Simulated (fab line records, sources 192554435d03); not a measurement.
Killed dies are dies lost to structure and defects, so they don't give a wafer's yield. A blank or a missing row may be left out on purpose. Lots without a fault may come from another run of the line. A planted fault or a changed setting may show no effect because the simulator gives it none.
Chamber matching | flow n5_finfet | N5_DUMMY_GATE_ETCH_31 on rie_diel-05: 4 sister chambers
The step etches SiO2 in C4F6/O2, target depth 82.5 nm, time 27.5 s. 4 wafers are shown with their chamber, then 11 later ones without.

WAFERS WITH THEIR CHAMBER
wafer  | chamber | showerhead_plenum_p_Torr (Torr)
L087.6 | 3       | 2.97
L088.2 | 0       | 2.86
L088.3 | 2       | 2.81
L090.1 | 1       | 2.70

WAFERS WITHOUT THEIR CHAMBER
wafer  | showerhead_plenum_p_Torr (Torr)
L090.2 | 2.86
L090.5 | 2.86
L091.3 | 2.81
L091.4 | 2.97
L091.6 | 2.69
L095.2 | 2.96
L095.3 | 2.86
L095.6 | 2.96
L097.3 | 2.81
L097.4 | 2.96
L097.6 | 2.86

WHICH CHAMBER EACH WENT THROUGH
wafer  | from the rows above | in truth
L090.2 | 0                   | 0
L090.5 | 0                   | 0
L091.3 | 2                   | 2
L091.4 | 3                   | 3
L091.6 | 1                   | 1
L095.2 | 3                   | 3
L095.3 | 0                   | 0
L095.6 | 3                   | 3
L097.3 | 2                   | 2
L097.4 | 3                   | 3
L097.6 | 0                   | 0
Placed correctly: 11 of 11. Can't be placed from these rows: 0. Placed wrongly: 0.
How it was worked out, from the rows above alone: a wafer's distance from a chamber is the root of the sum, over the readings, of the square of ((its reading less the chamber's mean) divided by the reading's scatter). The wafer belongs to the nearest chamber; if the next one is less than 2 further off, it can't be placed. A chamber's mean is the mean of its shown wafers. The scatter: with one shown wafer a chamber, the root of the mean of the squares of how far each hidden wafer lies from its nearest shown one.
